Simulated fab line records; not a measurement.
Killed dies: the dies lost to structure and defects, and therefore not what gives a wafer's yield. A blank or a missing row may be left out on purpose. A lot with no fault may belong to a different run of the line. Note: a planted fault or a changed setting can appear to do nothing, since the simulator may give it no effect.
Split-lot experiment	flow n5-finfet	21 wafers read from 7 lots, route of 1938 steps

## ABOUT THE SPLIT
At N5_BEOL_M9_CMP_52 (polishes, stops on SiCOH lowk, t overpolish 7 s, target thk 140 nm), the setting down-force-psi was moved away from the recipe's 1 psi on 7 of the 21 wafers read, by +5.6% to +22.1%. This setting was run at the recipe's value on the other wafers.

The split's own step is where the reading is taken.

## THE READING
barrier-field-endpoint-s, in s, at N5_BEOL_M9_CMP_52 (polishes, stops on SiCOH lowk, t overpolish 7 s, target thk 140 nm). Typical for fault-free wafers on this fab line: 29.2 s, with standard deviation 0.72 s.

wafer	tool, chamber at the split	down-force-psi as run, psi	against the recipe	barrier-field-endpoint-s, s	against lot-mates on the recipe
L075.3	cmp-02, 1	1	recipe	29.9	-
L075.4	cmp-02, 3	1	recipe	30.8	-
L075.5	cmp-02, 0	1	recipe	30.7	-
L080.4	cmp-04, 2	1	recipe	29.1	-
L080.2	cmp-04, 3	1.056	+5.6%	27.5	-1.5
L080.5	cmp-04, 2	1	recipe	28.8	-
L082.1	cmp-04, 1	1.175	+17.5%	25.6	no lot-mate on the recipe
L082.4	cmp-04, 3	1.175	+17.5%	24.9	no lot-mate on the recipe
L082.3	cmp-04, 0	1.175	+17.5%	25.4	no lot-mate on the recipe
L086.4	cmp-02, 0	1	recipe	30.0	-
L086.5	cmp-02, 2	1	recipe	29.6	-
L086.6	cmp-02, 3	1	recipe	29.8	-
L096.4	cmp-01, 0	1.221	+22.1%	24.1	-5.0
L096.3	cmp-01, 1	1.221	+22.1%	24.1	-5.0
L096.5	cmp-01, 3	1	recipe	29.1	-
L092.4	cmp-01, 0	1	recipe	28.7	-
L092.2	cmp-01, 2	1	recipe	29.6	-
L092.5	cmp-01, 1	1	recipe	29.6	-
L097.3	cmp-01, 0	1.147	+14.7%	24.2	-4.6
L097.1	cmp-01, 2	1	recipe	29.6	-
L097.5	cmp-01, 0	1	recipe	28.0	-

THE FIT
A straight line over all 21 wafers: barrier-field-endpoint-s changes by -0.254 s for each +1% of down-force-psi; r = -0.95; the points scatter about the line by 0.75 s.
The same after taking each lot's own level away (the mean of its wafers on the recipe; 18 wafers): -0.241 s for each +1%; r = -0.97; scatter 0.48 s.
That fit puts the effect of the largest move of down-force-psi on the reading at 5.3 s.
From 28.80 to 30.47 s: that is the span of the lots' own levels, equal to 2.3 times the standard deviation above.
So the lot-to-lot level changes the slope little: the two slopes agree.
Check: for one of the wafers moved furthest among these (+22.1%), held out of the fit, the line's prediction against its lot-mates is -5.59 s. It came out at -5 s against them.
Tool readings at the split's step, against how far the setting was moved: barrier-field-endpoint-s r = -0.95.

## THE OTHER SPLITS THESE WAFERS WENT THROUGH
Other splits were also applied to these wafers ahead of the reading. Each is held against what the fit with the lots' levels taken away leaves over:
other split on the same wafers	wafers away from the commonest value	r with barrier-field-endpoint-s (lot level and that fit taken away)
N5_BEOL_M8_TRENCH_ETCH_37 time-s	12	+0.40

## FILE'S OWN FIT
barrier-field-endpoint-s changes by -0.254 s for each +1% of down-force-psi, r = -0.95.
